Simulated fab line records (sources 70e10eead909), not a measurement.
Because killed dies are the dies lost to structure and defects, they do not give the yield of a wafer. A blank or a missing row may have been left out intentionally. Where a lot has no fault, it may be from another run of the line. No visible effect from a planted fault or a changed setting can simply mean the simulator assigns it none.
Which tool was responsible? || flow nandHarc || 39 wafers from 13 lots sampled at 2 of the route's 1159 steps

== WHAT THE GAUGES SHOWED, per wafer ==
NHARC_A_SLIT_CD_MEAS_21. Usual: cdNm at 289.8 nm, with a standard deviation of 0.83.
{"lot": "L965", "measured": "day 14 16:10", "on": "cdSem-01", "cdNm (nm)": "289.3 290.2 289.5", "flag": ""}
{"lot": "L966", "measured": "day 14 17:39", "on": "cdSem-02", "cdNm (nm)": "289.3 288.9 289.6", "flag": ""}
{"lot": "L970", "measured": "day 15 09:18", "on": "cdSem-03", "cdNm (nm)": "290.8 291.5 290.6", "flag": ""}
{"lot": "L969", "measured": "day 15 09:28", "on": "cdSem-02", "cdNm (nm)": "290.2 289.4 290.5", "flag": ""}
{"lot": "L972", "measured": "day 16 03:44", "on": "cdSem-03", "cdNm (nm)": "289.8 290.0 289.8", "flag": ""}
{"lot": "L976", "measured": "day 16 19:05", "on": "cdSem-03", "cdNm (nm)": "291.3 288.8 289.3", "flag": ""}
{"lot": "L979", "measured": "day 17 15:49", "on": "cdSem-02", "cdNm (nm)": "290.6 290.4 289.6", "flag": ""}
{"lot": "L978", "measured": "day 17 16:43", "on": "cdSem-01", "cdNm (nm)": "290.6 290.2 289.9", "flag": ""}
{"lot": "L981", "measured": "day 19 07:28", "on": "cdSem-02", "cdNm (nm)": "287.7 288.6 288.9", "flag": ""}
{"lot": "L983", "measured": "day 19 07:57", "on": "cdSem-02", "cdNm (nm)": "288.3 288.8 289.2", "flag": ""}
{"lot": "L984", "measured": "day 19 09:07", "on": "cdSem-03", "cdNm (nm)": "290.0 290.5 290.5", "flag": ""}
{"lot": "L988", "measured": "day 19 16:32", "on": "cdSem-03", "cdNm (nm)": "289.2 289.1 289.5", "flag": ""}
{"lot": "L987", "measured": "day 19 17:11", "on": "cdSem-03", "cdNm (nm)": "289.8 289.9 290.6", "flag": ""}

== WHICH TOOL RAN EACH LOT (tool, then ch and the chambers of the sampled wafers, then the start) ==
{"lot": "L965", "NHARC_A_SLIT_ETCH_26": "harEtch-01 ch 0,1, day 14 15:01"}
{"lot": "L966", "NHARC_A_SLIT_ETCH_26": "harEtch-02 ch 0,1, day 14 16:32"}
{"lot": "L970", "NHARC_A_SLIT_ETCH_26": "harEtch-02 ch 1, day 15 08:09"}
{"lot": "L969", "NHARC_A_SLIT_ETCH_26": "harEtch-01 ch 0,1, day 15 08:20"}
{"lot": "L972", "NHARC_A_SLIT_ETCH_26": "harEtch-01 ch 0,1, day 16 02:37"}
{"lot": "L976", "NHARC_A_SLIT_ETCH_26": "harEtch-02 ch 0,1, day 16 17:37"}
{"lot": "L979", "NHARC_A_SLIT_ETCH_26": "harEtch-01 ch 0,1, day 17 14:41"}
{"lot": "L978", "NHARC_A_SLIT_ETCH_26": "harEtch-02 ch 0,1, day 17 15:33"}
{"lot": "L981", "NHARC_A_SLIT_ETCH_26": "harEtch-01 ch 0,1, day 19 06:20"}
{"lot": "L983", "NHARC_A_SLIT_ETCH_26": "harEtch-02 ch 0,1, day 19 06:47"}
{"lot": "L984", "NHARC_A_SLIT_ETCH_26": "harEtch-01 ch 0,1, day 19 07:58"}
{"lot": "L988", "NHARC_A_SLIT_ETCH_26": "harEtch-02 ch 0,1, day 19 15:23"}
{"lot": "L987", "NHARC_A_SLIT_ETCH_26": "harEtch-01 ch 0,1, day 19 16:02"}
- NHARC_A_SLIT_ETCH_26: etches the open film in C4F8/O2/Ar, time 90 s, target depth 400 nm.

== WHAT THE TOOLS THEMSELVES READ (means of the sampled wafers that have a number; where no wafer has one, the mark that the record gives instead) ==
NHARC_A_SLIT_ETCH_26. Usual: drypumpMotorCurrentA 5.8 A, standard deviation 0.52; heBacksideLeakSccm 5.6 sccm, standard deviation 0.62; showerheadPlenumPTorr 3.75 Torr, standard deviation 0.074; throttleValvePct 27.619 %, standard deviation 0.0091.
{"lot": "L965", "tool": "harEtch-01", "drypumpMotorCurrentA (A)": 6.2, "heBacksideLeakSccm (sccm)": 5.0, "showerheadPlenumPTorr (Torr)": 3.83, "throttleValvePct (%)": 27.617, "flag": ""}
{"lot": "L966", "tool": "harEtch-02", "drypumpMotorCurrentA (A)": 5.6, "heBacksideLeakSccm (sccm)": 6.0, "showerheadPlenumPTorr (Torr)": 3.74, "throttleValvePct (%)": 27.621, "flag": ""}
{"lot": "L970", "tool": "harEtch-02", "drypumpMotorCurrentA (A)": 5.2, "heBacksideLeakSccm (sccm)": 5.7, "showerheadPlenumPTorr (Torr)": 3.65, "throttleValvePct (%)": 27.627, "flag": ""}
{"lot": "L969", "tool": "harEtch-01", "drypumpMotorCurrentA (A)": 6.2, "heBacksideLeakSccm (sccm)": 5.2, "showerheadPlenumPTorr (Torr)": 3.83, "throttleValvePct (%)": 27.627, "flag": ""}
{"lot": "L972", "tool": "harEtch-01", "drypumpMotorCurrentA (A)": 6.2, "heBacksideLeakSccm (sccm)": 5.0, "showerheadPlenumPTorr (Torr)": 3.82, "throttleValvePct (%)": 27.612, "flag": ""}
{"lot": "L976", "tool": "harEtch-02", "drypumpMotorCurrentA (A)": 5.6, "heBacksideLeakSccm (sccm)": 6.1, "showerheadPlenumPTorr (Torr)": 3.72, "throttleValvePct (%)": 27.621, "flag": ""}
{"lot": "L979", "tool": "harEtch-01", "drypumpMotorCurrentA (A)": 6.2, "heBacksideLeakSccm (sccm)": 5.1, "showerheadPlenumPTorr (Torr)": 3.81, "throttleValvePct (%)": 27.624, "flag": ""}
{"lot": "L978", "tool": "harEtch-02", "drypumpMotorCurrentA (A)": 5.6, "heBacksideLeakSccm (sccm)": 6.0, "showerheadPlenumPTorr (Torr)": 3.72, "throttleValvePct (%)": 27.617, "flag": ""}
{"lot": "L981", "tool": "harEtch-01", "drypumpMotorCurrentA (A)": 6.2, "heBacksideLeakSccm (sccm)": 5.1, "showerheadPlenumPTorr (Torr)": 3.80, "throttleValvePct (%)": 27.613, "flag": ""}
{"lot": "L983", "tool": "harEtch-02", "drypumpMotorCurrentA (A)": 5.6, "heBacksideLeakSccm (sccm)": 6.1, "showerheadPlenumPTorr (Torr)": 3.71, "throttleValvePct (%)": 27.628, "flag": ""}
{"lot": "L984", "tool": "harEtch-01", "drypumpMotorCurrentA (A)": 6.2, "heBacksideLeakSccm (sccm)": 5.1, "showerheadPlenumPTorr (Torr)": 3.80, "throttleValvePct (%)": 27.623, "flag": ""}
{"lot": "L988", "tool": "harEtch-02", "drypumpMotorCurrentA (A)": 5.4, "heBacksideLeakSccm (sccm)": 6.2, "showerheadPlenumPTorr (Torr)": 3.66, "throttleValvePct (%)": 27.611, "flag": ""}
{"lot": "L987", "tool": "harEtch-01", "drypumpMotorCurrentA (A)": 5.9, "heBacksideLeakSccm (sccm)": 5.0, "showerheadPlenumPTorr (Torr)": 3.80, "throttleValvePct (%)": 27.619, "flag": ""}

== THE ANSWER, worked out from the rows above alone ==
Rule: take the mean of a lot's wafers that have a number; if it is more than 3 standard deviations from the usual mean, the lot is off. Also off: a lot with no number at a reading for which 4 or more lots have one. All remaining lots with rows at the step are treated as sound. First the gauges in route order, then the tools' own readings, where a lot's mean is used as printed above. The first step at which some lot is off is used, and at that step the reading that is off furthest; a lot without a number counts as furthest.
Across all readings shown, no lot is off: no conclusion can be drawn from this.

== WHAT HAD BEEN PUT IN BY THE SIMULATOR ==
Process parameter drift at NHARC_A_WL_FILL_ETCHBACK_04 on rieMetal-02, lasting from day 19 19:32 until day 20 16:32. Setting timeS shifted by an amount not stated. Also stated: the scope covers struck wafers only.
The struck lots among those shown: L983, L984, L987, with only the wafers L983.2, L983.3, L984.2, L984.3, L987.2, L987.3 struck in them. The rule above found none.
